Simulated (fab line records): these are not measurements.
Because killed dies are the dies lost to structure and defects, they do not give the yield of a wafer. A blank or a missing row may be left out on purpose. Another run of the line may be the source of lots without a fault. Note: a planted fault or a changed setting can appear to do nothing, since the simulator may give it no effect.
Which tool was responsible? ; flow n5Finfet ; 24 lots with 72 wafers sampled at 6 steps, on a route of 1938 steps

## WHAT THE GAUGES SHOWED, per wafer
N5_BEOL_M14_OCD_MEAS_35.
lot;measured;on;trenchDepthNm (nm)
L074;day 10 15:27;ocd-01;532 528 584
L076;day 11 09:53;ocd-01;585 582 536
L075;day 11 11:44;ocd-01;590 537 586
L077;day 11 18:51;ocd-01;584 603 581
L078;day 12 02:43;ocd-01;560 560 552
L079;day 12 10:54;ocd-01;582 531 527
L081;day 12 13:47;ocd-02;558 600 544
L080;day 12 14:31;ocd-01;576 594 540
L082;day 12 19:40;ocd-02;549 560 548
L083;day 12 20:54;ocd-02;572 576 532
L084;day 13 11:48;ocd-02;578 528 581
L085;day 13 12:22;ocd-01;602 554 566
L086;day 13 13:44;ocd-02;531 580 530
L087;day 14 13:56;ocd-01;529 565 565
L089;day 14 19:23;ocd-02;579 563 563
L088;day 14 20:00;ocd-01;553 581 580
L090;day 15 08:17;ocd-02;550 550 565
L091;day 15 11:40;ocd-01;572 553 550
L092;day 15 12:10;ocd-01;567 547 564
L093;day 15 23:20;ocd-02;559 546 564
L094;day 16 05:16;ocd-01;548 567 562
L095;day 16 08:40;ocd-02;559 564 566
L096;day 16 18:00;ocd-01;551 559 549
L097;day 16 22:46;ocd-02;593 549 577

N5_PASSIVATION_INSPECT_61: inspects for defects (macro).
lot;measured;on;rawDefectCount
L074;day 11 07:00;defectInspect-02;2 1 1
L076;day 12 01:08;defectInspect-02;5 1 1
L075;day 12 06:55;defectInspect-02;3 1 4
L077;day 12 13:56;defectInspect-01;1 3 2
L078;day 13 00:53;defectInspect-01;2 4 1
L079;day 13 03:38;defectInspect-01;1 2 0
L081;day 13 09:37;defectInspect-02;5 1 6
L080;day 13 11:40;defectInspect-02;6 1 4
L082;day 13 11:49;defectInspect-02;0 0 0
L083;day 13 15:46;defectInspect-02;5 4 2
L084;day 14 05:46;defectInspect-01;2 1 0
L085;day 14 09:59;defectInspect-02;2 3 3
L086;day 14 12:58;defectInspect-02;2 3 1
L087;day 15 11:53;defectInspect-02;1 1 2
L089;day 15 21:52;defectInspect-01;3 3 2
L088;day 15 16:26;defectInspect-01;4 2 1
L090;day 16 01:52;defectInspect-02;3 3 3
L091;day 16 04:28;defectInspect-01;2 2 1
L092;day 16 04:25;defectInspect-01;2 1 2
L093;day 16 14:32;defectInspect-02;2 1 2
L094;day 16 21:56;defectInspect-02;2 3 2
L095;day 17 02:46;defectInspect-02;3 2 2
L096;day 17 13:31;defectInspect-02;2 1 1
L097;day 18 02:40;defectInspect-01;1 2 2

## EACH LOT AND THE TOOL THAT RAN IT (in order: tool; ch and the chambers of the sampled wafers; start)
lot;N5_BEOL_M14_STRIP_63;N5_BEOL_M14_DEGAS_41;N5_BEOL_M15_DEGAS_41;N5_MIM_TOP_LITHO_DESCUM_10
L074;rieDiel-03 ch 0,1,2, day 10 15:27 or earlier;pvdSputter-02, day 10 15:56;pvdSputter-01, day 10 22:33;rieDiel-03 ch 0,1,3, day 11 02:45
L076;rieDiel-01 ch 0,2,3, day 11 09:53 or earlier;pvdSputter-01, day 11 10:46;pvdSputter-01, day 11 15:44;rieDiel-01 ch 0,1,3, day 11 21:59
L075;rieDiel-03 ch 0,1,3, day 11 11:44 or earlier;pvdSputter-02, day 11 14:57;pvdSputter-03, day 11 20:19;rieDiel-04 ch 0,1, day 12 00:22
L077;rieDiel-01 ch 2,3, day 11 18:51 or earlier;pvdSputter-03, day 11 22:14;pvdSputter-02, day 12 07:17;rieDiel-03 ch 0,1,3, day 12 11:38
L078;rieDiel-01 ch 0,1,2, day 12 02:43 or earlier;pvdSputter-01, day 12 10:16;pvdSputter-03, day 12 16:38;rieDiel-03 ch 0,1, day 12 22:33
L079;rieDiel-04 ch 0,2,3, day 12 10:54 or earlier;pvdSputter-03, day 12 13:13;pvdSputter-01, day 12 17:52;rieDiel-01 ch 1,2,3, day 13 00:41
L081;rieDiel-04 ch 0,1,3, day 12 13:47 or earlier;pvdSputter-02, day 12 15:07;pvdSputter-02, day 13 01:11;rieDiel-04 ch 0,1,3, day 13 06:51
L080;rieDiel-03 ch 0,1,3, day 12 14:31 or earlier;pvdSputter-02, day 12 16:02;pvdSputter-01, day 13 01:16;rieDiel-04 ch 0,2,3, day 13 09:14
L082;rieDiel-04 ch 0,3, day 12 19:40 or earlier;pvdSputter-02, day 12 20:56;pvdSputter-02, day 13 02:19;rieDiel-01 ch 0,2, day 13 09:22
L083;rieDiel-03 ch 0,2, day 12 20:54 or earlier;pvdSputter-02, day 13 00:37;pvdSputter-02, day 13 08:45;rieDiel-04 ch 0,1,3, day 13 13:20
L084;rieDiel-03 ch 0,1, day 13 11:48 or earlier;pvdSputter-02, day 13 12:16;pvdSputter-01, day 13 17:14;rieDiel-01 ch 0,2, day 14 03:16
L085;rieDiel-03 ch 0,1,2, day 13 12:22 or earlier;pvdSputter-02, day 13 16:48;pvdSputter-02, day 14 02:18;rieDiel-03 ch 1,2,3, day 14 07:15
L086;rieDiel-03 ch 0,2,3, day 13 13:44 or earlier;pvdSputter-03, day 13 17:08;pvdSputter-01, day 14 02:47;rieDiel-01 ch 1,2, day 14 10:32
L087;rieDiel-04 ch 0,2,3, day 14 13:56 or earlier;pvdSputter-02, day 14 14:45;pvdSputter-01, day 15 03:53;rieDiel-01 ch 1,2, day 15 09:12
L089;rieDiel-04 ch 0,2,3, day 14 19:23 or earlier;pvdSputter-01, day 15 03:34;pvdSputter-03, day 15 12:02;rieDiel-03 ch 1,3, day 15 17:16
L088;rieDiel-03 ch 1,3, day 14 20:00 or earlier;pvdSputter-03, day 15 03:20;pvdSputter-02, day 15 08:33;rieDiel-01 ch 0,1, day 15 13:22
L090;rieDiel-04 ch 1,2, day 15 08:17 or earlier;pvdSputter-02, day 15 10:55;pvdSputter-03, day 15 17:07;rieDiel-01 ch 0,2,3, day 15 23:23
L091;rieDiel-01 ch 1,2, day 15 11:40 or earlier;pvdSputter-03, day 15 13:53;pvdSputter-01, day 15 19:08;rieDiel-03 ch 0,1, day 16 01:47
L092;rieDiel-01 ch 0,1,2, day 15 12:10 or earlier;pvdSputter-01, day 15 14:01;pvdSputter-03, day 15 19:19;rieDiel-03 ch 1,2,3, day 16 01:54
L093;rieDiel-01 ch 0,1, day 15 23:20 or earlier;pvdSputter-01, day 16 01:16;pvdSputter-03, day 16 07:31;rieDiel-03 ch 1,2, day 16 11:52
L094;rieDiel-04 ch 1,2, day 16 05:16 or earlier;pvdSputter-03, day 16 07:09;pvdSputter-02, day 16 14:06;rieDiel-04 ch 0,1, day 16 19:17
L095;rieDiel-03 ch 0,1,3, day 16 08:40 or earlier;pvdSputter-01, day 16 11:10;pvdSputter-01, day 16 18:23;rieDiel-03 ch 0,2, day 16 22:28
L096;rieDiel-01 ch 1,2, day 16 18:00 or earlier;pvdSputter-02, day 16 19:05;pvdSputter-02, day 17 03:22;rieDiel-04 ch 0,1,2, day 17 08:56
L097;rieDiel-01 ch 1,2, day 16 22:46 or earlier;pvdSputter-03, day 17 04:28;pvdSputter-03, day 17 15:41;rieDiel-03 ch 0,2,3, day 17 22:27
- N5_BEOL_M14_STRIP_63: strips in O2.
- N5_BEOL_M14_DEGAS_41: time 60 s.
- N5_BEOL_M15_DEGAS_41: time 60 s.
- N5_MIM_TOP_LITHO_DESCUM_10: chemistry O2, time 7.9 s.

## WHAT THE TOOLS THEMSELVES READ (means of the sampled wafers that have a number; where no wafer has one, the mark that the record gives instead)
N5_BEOL_M14_STRIP_63.
lot;tool;drypumpMotorCurrentA (A);oesProductAu (a.u.);rfVppV (V);showerheadPlenumPTorr (Torr);throttleValvePct (%)
L074;rieDiel-03;5.8;0.76;4.2;2.12;16.70
L076;rieDiel-01;5.8;0.81;3.4;2.16;16.65
L075;rieDiel-03;5.7;0.74;3.3;2.17;16.83
L077;rieDiel-01;5.5;0.76;3.9;2.15;16.62
L078;rieDiel-01;5.8;0.79;3.0;2.12;16.72
L079;rieDiel-04;5.2;0.78;4.6;2.13;16.57
L081;rieDiel-04;5.4;0.81;3.7;2.08;16.67
L080;rieDiel-03;5.7;0.72;3.7;2.16;16.84
L082;rieDiel-04;5.2;0.75;4.1;2.07;16.73
L083;rieDiel-03;6.2;0.70;3.4;2.10;16.96
L084;rieDiel-03;5.9;0.72;3.5;2.17;16.88
L085;rieDiel-03;5.8;0.74;4.3;2.11;16.75
L086;rieDiel-03;6.0;0.81;3.7;2.09;16.77
L087;rieDiel-04;5.2;0.76;4.3;2.12;16.60
L089;rieDiel-04;5.2;0.77;3.6;2.12;16.58
L088;rieDiel-03;5.5;0.90;3.4;2.14;16.53
L090;rieDiel-04;5.3;0.80;3.3;2.12;16.41
L091;rieDiel-01;5.5;0.89;3.6;2.23;16.46
L092;rieDiel-01;5.7;0.85;3.4;2.20;16.57
L093;rieDiel-01;6.2;0.81;3.3;2.18;16.60
L094;rieDiel-04;5.6;0.82;4.0;2.07;16.52
L095;rieDiel-03;5.7;0.89;3.9;2.15;16.59
L096;rieDiel-01;5.5;0.87;3.4;2.23;16.49
L097;rieDiel-01;5.5;0.87;4.0;2.23;16.49

N5_BEOL_M14_DEGAS_41.
lot;tool;heaterPowerW (W)
L074;pvdSputter-02;430
L076;pvdSputter-01;463
L075;pvdSputter-02;457
L077;pvdSputter-03;502
L078;pvdSputter-01;463
L079;pvdSputter-03;526
L081;pvdSputter-02;421
L080;pvdSputter-02;437
L082;pvdSputter-02;397
L083;pvdSputter-02;429
L084;pvdSputter-02;459
L085;pvdSputter-02;429
L086;pvdSputter-03;497
L087;pvdSputter-02;432
L089;pvdSputter-01;446
L088;pvdSputter-03;482
L090;pvdSputter-02;405
L091;pvdSputter-03;471
L092;pvdSputter-01;408
L093;pvdSputter-01;439
L094;pvdSputter-03;439
L095;pvdSputter-01;496
L096;pvdSputter-02;435
L097;pvdSputter-03;495

N5_BEOL_M15_DEGAS_41.
lot;tool;heaterPowerW (W)
L074;pvdSputter-01;468
L076;pvdSputter-01;439
L075;pvdSputter-03;459
L077;pvdSputter-02;433
L078;pvdSputter-03;426
L079;pvdSputter-01;472
L081;pvdSputter-02;398
L080;pvdSputter-01;443
L082;pvdSputter-02;406
L083;pvdSputter-02;430
L084;pvdSputter-01;434
L085;pvdSputter-02;465
L086;pvdSputter-01;491
L087;pvdSputter-01;449
L089;pvdSputter-03;444
L088;pvdSputter-02;432
L090;pvdSputter-03;498
L091;pvdSputter-01;463
L092;pvdSputter-03;472
L093;pvdSputter-03;494
L094;pvdSputter-02;434
L095;pvdSputter-01;472
L096;pvdSputter-02;389
L097;pvdSputter-03;475

N5_MIM_TOP_LITHO_DESCUM_10.
lot;tool;drypumpMotorCurrentA (A);oesProductAu (a.u.);rfVppV (V);showerheadPlenumPTorr (Torr);throttleValvePct (%)
L074;rieDiel-03;5.7;0.74;243.5;2.16;20.54
L076;rieDiel-01;6.0;0.72;242.2;2.08;20.45
L075;rieDiel-04;5.7;0.86;244.6;2.16;20.36
L077;rieDiel-03;5.7;0.72;243.2;2.16;20.56
L078;rieDiel-03;5.6;0.77;244.4;2.19;20.37
L079;rieDiel-01;5.5;0.75;243.4;2.10;20.43
L081;rieDiel-04;5.5;0.80;243.3;2.08;20.41
L080;rieDiel-04;5.2;0.78;243.2;2.12;20.30
L082;rieDiel-01;6.0;0.82;244.4;2.16;20.52
L083;rieDiel-04;5.5;0.80;243.2;2.08;20.42
L084;rieDiel-01;5.5;0.82;245.3;2.18;20.50
L085;rieDiel-03;5.6;0.83;243.8;2.09;20.30
L086;rieDiel-01;5.5;0.94;245.4;2.23;20.20
L087;rieDiel-01;5.5;0.90;245.4;2.23;20.21
L089;rieDiel-03;5.5;0.88;244.6;2.13;20.27
L088;rieDiel-01;6.0;0.86;244.1;2.20;20.24
L090;rieDiel-01;5.7;0.85;244.1;2.14;20.32
L091;rieDiel-03;5.5;0.84;244.5;2.17;20.29
L092;rieDiel-03;5.6;0.81;242.0;2.08;20.32
L093;rieDiel-03;5.5;0.76;243.5;2.11;20.28
L094;rieDiel-04;5.7;0.82;243.1;2.09;20.40
L095;rieDiel-03;6.2;0.85;242.6;2.09;20.49
L096;rieDiel-04;5.5;0.79;244.4;2.13;20.30
L097;rieDiel-03;6.0;0.83;243.1;2.07;20.46

## THE ANSWER, worked out from the rows above alone
Rule: usual is defined by the lots themselves. Put in order of their means at a reading, lots are off if they are a third of the lots or fewer, leave a main group of 4 or more, and stand apart from it by a gap of 3 or more times the standard deviation of the main group's means; of several such gaps the widest counts. A main group whose means are all the same, to the digits that the tables above print for the reading, isn't used. Also off: a lot with no number at a reading for which 4 or more lots have one. Where the step has rows for the other lots, those lots are counted as sound. Order of review: gauges by route order, followed by the tools' own readings, for which a lot's mean as printed above is used. At the first step where some lot is off, the reading lying furthest off is the one used; lots without a number count as furthest.
None of the lots is off at any reading shown; this tells nothing.

## WHAT HAD BEEN PUT IN BY THE SIMULATOR
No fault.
